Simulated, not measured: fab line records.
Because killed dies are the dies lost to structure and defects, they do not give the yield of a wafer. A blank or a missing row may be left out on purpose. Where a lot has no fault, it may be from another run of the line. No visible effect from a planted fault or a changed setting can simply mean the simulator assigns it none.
Problem report in the 8D (eight disciplines) form, filled by code || flow nand harc || the parts of the form that need people (team, actions taken, sign-off) are left out

== 1. PROBLEM STATEMENT ==
Mean of heater power total W at NHARC_A_BONDPAD_SOFTBAKE_04: 224.6 W across 6 wafers in 2 lots; on wafers with no fault it is 200.6 W (standard deviation 1.3). That is +18 standard deviations from the usual mean.
The step: time 70 s.
The first sign was on wafer L847.1 at day 22 15:00, on litho track-03. The record holds 33 wafers of 11 lots with a number at this step. By rule, "out" or "out of limits" means more than 4 standard deviations away from the usual mean. Any other wafer with a number is counted as sound.

== 2. WHAT IT IS, WHAT IT ISN'T ==
{"question": "which readings at this step", "is": "heater power total W", "is not": "-"}
{"question": "which lots", "is": "L844, L847", "is not": "L831, L834, L836, L838, L839, L840, L845, L851, L852"}
{"question": "which wafers of those lots", "is": "all that have a number", "is not": "-"}
{"question": "read on which tools", "is": "litho track-03", "is not": "litho track-02, litho track-05"}
{"question": "when", "is": "from day 22 15:00", "is not": "up to then (21 sound wafers); but 6 sound wafers of L851, L852 came after"}

== 3. SUSPECTS, AND WHAT RULES EACH OUT ==
Counting: a tool at any process step up to the reading remains a suspect when it ran all the lots that are out and ran no sound lot after the first of those.
- rie diel-12 at NHARC_A_M1_STRIP_18 (strips in N2/H2): ruled out as a lasting fault. The sound lots L851, L852 went through it after L847, its earliest lot that is out (day 22 11:23).
- cmp-04 at NHARC_A_BONDPAD_CMP_29 (polishes SiCN, target thk 200 nm): kept. It ran every lot that is out, first L847 (day 22 15:16), and no sound lot after that.
- litho track-03 at NHARC_A_BONDPAD_SOFTBAKE_04 (time 70 s): kept. It ran every lot that is out, first L847 (day 22 15:00), and no sound lot after that; its last sound lot up to then is L845 (day 22 14:00). Its own readings are out on those wafers: heater power total W.
Left after counting: cmp-04 at NHARC_A_BONDPAD_CMP_29, litho track-03 at NHARC_A_BONDPAD_SOFTBAKE_04.

== 4. THE CAUSE (what the simulator had put in) ==
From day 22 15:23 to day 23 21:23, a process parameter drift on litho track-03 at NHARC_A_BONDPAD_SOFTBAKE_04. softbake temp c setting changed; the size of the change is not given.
2 suspects survive the count, and this tool is in that group.

== 5. THE EFFECT CHAIN, in route order ==
Rows list readings where the struck wafers' mean (over those with a number) sits beyond 3 standard deviations from the usual. Only readings whose record carries a usual standard deviation are examined. hours: median over the lots of the time between each lot's start at the first step of this table that gives one and its start at this step. sigmas: the change, counted in usual standard deviations.
{"hours": 0, "step": "NHARC_A_BONDPAD_SOFTBAKE_04", "reading": "heater power total W", "usual": "200.6 W", "on struck wafers": 224.6, "change": "+24.0", "sigmas": "+18"}
Process steps it contains:
- NHARC_A_BONDPAD_SOFTBAKE_04: time 70 s.

== 6. WHAT WOULD HAVE CAUGHT IT SOONER ==
In this record the first reading out of limits was taken at day 22 15:00.
